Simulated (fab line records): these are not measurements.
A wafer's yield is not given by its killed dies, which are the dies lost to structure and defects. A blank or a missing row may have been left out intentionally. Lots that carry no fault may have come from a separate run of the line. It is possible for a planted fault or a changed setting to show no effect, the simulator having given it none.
Matching of chambers    flow n5Finfet    N5_FIN_CUT_CUT_ETCH_26 on rieDiel-02: 4 sister chambers
The step etches SiNx in CH3F/O2, target depth 39 nm, time 55.7 s. 8 wafers are shown with their chamber, then 10 later ones without.

== WAFERS PAIRED WITH THEIR CHAMBERS ==
wafer   chamber  drypumpMotorCurrentA (A)  showerheadPlenumPTorr (Torr)
L081.5  2        6.4                       2.01
L085.2  1        5.0                       2.05
L085.4  0        5.5                       1.89
L085.6  1        5.0                       2.05
L086.1  0        5.5                       1.89
L086.5  2        6.3                       2.00
L088.2  3        5.6                       1.88
L088.5  3        5.6                       1.88

== WAFERS MISSING THEIR CHAMBER ==
wafer   drypumpMotorCurrentA (A)  showerheadPlenumPTorr (Torr)
L088.6  5.5                       1.89
L091.1  6.3                       2.00
L091.3  6.3                       2.00
L091.4  5.6                       1.88
L094.1  5.5                       1.89
L094.2  6.3                       2.00
L094.5  6.3                       2.00
L095.2  5.6                       1.88
L095.4  5.0                       2.04
L095.5  5.6                       1.88

== WHICH CHAMBER EACH ONE RAN IN ==
wafer   from the rows above  in truth
L088.6  0                    0
L091.1  2                    2
L091.3  2                    2
L091.4  3                    3
L094.1  0                    0
L094.2  2                    2
L094.5  2                    2
L095.2  3                    3
L095.4  1                    1
L095.5  3                    3
Placed correctly: 10 of 10. Can't be placed from these rows: 0. 0 placed wrongly.
How it was worked out, from the rows above alone: a wafer's distance from a chamber is the root of the sum, over the readings, of the square of ((its reading less the chamber's mean) divided by the reading's scatter). If the next closest chamber is less than 2 further off than the closest, the wafer can't be placed; otherwise it belongs to the closest. The mean given for a chamber averages the wafers shown for that chamber. How the scatter is found: for the shown wafers, subtract from each reading the mean of its chamber, square and add these, divide the total by (wafers less chambers), then take the root.
